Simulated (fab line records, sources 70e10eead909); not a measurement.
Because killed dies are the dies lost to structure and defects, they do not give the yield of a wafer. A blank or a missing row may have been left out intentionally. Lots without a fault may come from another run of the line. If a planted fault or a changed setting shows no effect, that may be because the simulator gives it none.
Comparing a struck lot with a sound one ; flow nand harc ; 15 steps out of a route of 1302
Sound: the wafers L739.2, L739.4, L739.5. Struck: wafers L748.1, L748.5, L748.6. At the end, the cause is stated.
For every step that has rows: the tool of each side, followed by ch and its chambers, followed by its first start. Under that, the readings that differ: sound wafers ; struck wafers ; difference of the means ; sigmas: that difference in standard deviations of wafers without a fault.
alike: same words and numbers on both sides, and readings whose means sit less than 2 such deviations apart. not compared: any withheld reading, any reading some wafer has no value for, any bound like >300 that may hide the same value, and any number with overlapping values for which the record gives no deviation.
A row with sigmas, a row that says differs or no value, or rows on one side alone: a step with any of these is where the two part. Numbers that don't overlap but have no deviation are shown without sigmas and don't part them. A reading that every wafer of one side lacks parts them only if that side has two wafers or more.

NHARC_A_M1_OVL_MEAS_10: pitch 240 nm.
  sound on overlay-01, day 25 20:32; struck on overlay-01, day 29 11:16
  alike: overlay x nm, overlay y nm
NHARC_A_M1_INSPECT_11:
  sound on defect inspect-01, day 25 20:35; struck on defect inspect-01, day 29 11:18
  alike: raw defect count
NHARC_A_M1_DESCUM_14: chemistry O2, time 3 s.
  sound on rie diel-01 ch 0,1, day 25 20:38; struck on rie diel-04 ch 0,3, day 29 11:22
  alike: chamber pressure mTorr, drypump motor current A, mfc ar sccm, oes product au, rf vpp V, showerhead plenum p Torr, throttle valve pct
  not compared: rf hours counter h
then, 2 steps without rows for these wafers: NHARC_A_M1_ETCH_35 (etches the open film in N2/H2, target depth 40 nm, overetch 12 nm, time 43.94 s); NHARC_A_M1_ETCH_15 (etches the open film in C4F8/Ar, target depth 182.5 nm, time 91.2 s).
NHARC_A_M1_CD_MEAS_16:
  sound on cd sem-01, day 25 20:57; struck on cd sem-02, day 29 11:40
reading;sound;struck;difference;sigmas
cd nm (nm);119.3 119.7 118.4;121.6 122.2 121.7;+2.7;+3
NHARC_A_M1_STRIP_18: strips in N2/H2.
  sound on rie diel-04 ch 1,2, day 25 21:01; struck on rie diel-10 ch 1,3, day 29 11:46
reading;sound;struck;difference;sigmas
chamber pressure mTorr (mTorr);30.040 30.024 30.060;30.004 29.974 29.970;-0.059;-2
  alike: drypump motor current A, mfc ar sccm, oes product au, rf vpp V, showerhead plenum p Torr, throttle valve pct
  not compared: rf hours counter h
NHARC_A_M1_ETCH_28: etches the open film in CF4/N2, target depth 30 nm, time 72.99 s.
  sound: rie diel-04 ch 1,2; struck: rie diel-10 ch 1,3
  alike: cf4 flow sccm, chamber pressure mTorr, drypump motor current A, mfc ar sccm, oes product au, rf vpp V, showerhead plenum p Torr, throttle valve pct
  not compared: rf hours counter h
then, 1 step without rows for these wafers: NHARC_A_M1_STRIP_19 (strips in post etch residue remover, time 600 s).
NHARC_A_M1_DEGAS_29: time 60 s.
  sound on pvd sputter-03, day 25 21:41; struck on pvd sputter-02, day 29 12:26
  alike: heater power w
then, 1 step without rows for these wafers: NHARC_A_M1_PRE_CLEAN_30 (time 30 s).
NHARC_A_M1_PVD_20: deposits TaN, target thk 5 nm, time 8.06 s.
  sound on pvd sputter-03; struck on pvd sputter-02
  alike: bias v, throttle valve pct, time s
NHARC_A_M1_PVD_21: deposits Cu, target thk 30 nm, time 20.49 s.
  sound on pvd sputter-03, day 25 21:53; struck on pvd sputter-02, day 29 12:40
reading;sound;struck;difference;sigmas
time s (s);20.49 20.49 20.49;31.19 31.19 31.19;+10.70;
  alike: throttle valve pct
then, 1 step without rows for these wafers: NHARC_A_M1_ECD_22 (material Cu, target thk 400 nm).
NHARC_END_SORT_01:
  sound on prober-01 ch 0, day 27 09:21; struck on prober-01 ch 0, day 30 22:35
  alike: defect limited yield, killed at array, killed at other, killed at periphery, killed dies, killed open, killed short

WHERE THEY PART
At NHARC_A_M1_CD_MEAS_16 first; at NHARC_A_M1_STRIP_18 last (within this record only). Later steps at which nothing parts them and some readings are alike: NHARC_A_M1_ETCH_28, NHARC_A_M1_DEGAS_29, NHARC_A_M1_PVD_20, NHARC_A_M1_PVD_21, NHARC_END_SORT_01.

WHY: whatever the simulator had introduced
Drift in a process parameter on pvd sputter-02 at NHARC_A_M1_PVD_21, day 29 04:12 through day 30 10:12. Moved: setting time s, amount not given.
